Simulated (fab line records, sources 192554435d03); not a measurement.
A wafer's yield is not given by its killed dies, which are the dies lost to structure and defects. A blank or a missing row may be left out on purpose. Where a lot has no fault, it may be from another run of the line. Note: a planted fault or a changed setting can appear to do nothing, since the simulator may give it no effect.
Matching of chambers -- flow n5Finfet -- N5_BEOL_M0_CO_CAP_123 on cvdCo-01 has 3 sister chambers
The step material Co, precursor CCTBA/H2, target thk 2 nm, time 102.1 s. 15 wafers are shown with their chamber, then 7 later ones without.

## WAFERS PAIRED WITH THEIR CHAMBERS
wafer,chamber,heaterPowerW (W)
L766.2,2,274
L766.3,1,225
L766.4,1,217
L769.1,2,274
L769.3,1,221
L769.4,2,271
L773.5,2,272
L773.6,0,242
L775.1,0,244
L775.5,0,247
L779.3,1,221
L779.5,1,227
L779.6,2,272
L781.2,0,242
L781.3,1,217

SIGNATURES, as means of the wafers listed above
reading,chamber 0,chamber 1,chamber 2,scatter within a chamber
heaterPowerW,243.75,221.33,272.60,2.99
Rule: for a wafer and a chamber, the distance is found by dividing, reading by reading, the gap between the wafer's reading and the chamber's mean by the reading's scatter, squaring, summing and taking the root. The wafer belongs to the nearest chamber; if the next one is less than 2 further off, it can't be placed. The scatter: take each reading less its chamber's mean, square it, sum over the shown wafers, divide by the number of wafers less the number of chambers, and take the root.

## WAFERS WITHOUT THEIR CHAMBER
wafer,heaterPowerW (W)
L781.5,246
L783.1,244
L783.2,276
L783.6,270
L786.1,280
L786.2,221
L786.4,272

## WHICH CHAMBER EACH ONE RAN IN
wafer,from the rows above,in truth
L781.5,0,0
L783.1,0,0
L783.2,2,2
L783.6,2,2
L786.1,2,2
L786.2,1,1
L786.4,2,2
Placed correctly: 7 of 7. Left unplaced by these rows: 0. Placed wrongly: 0.
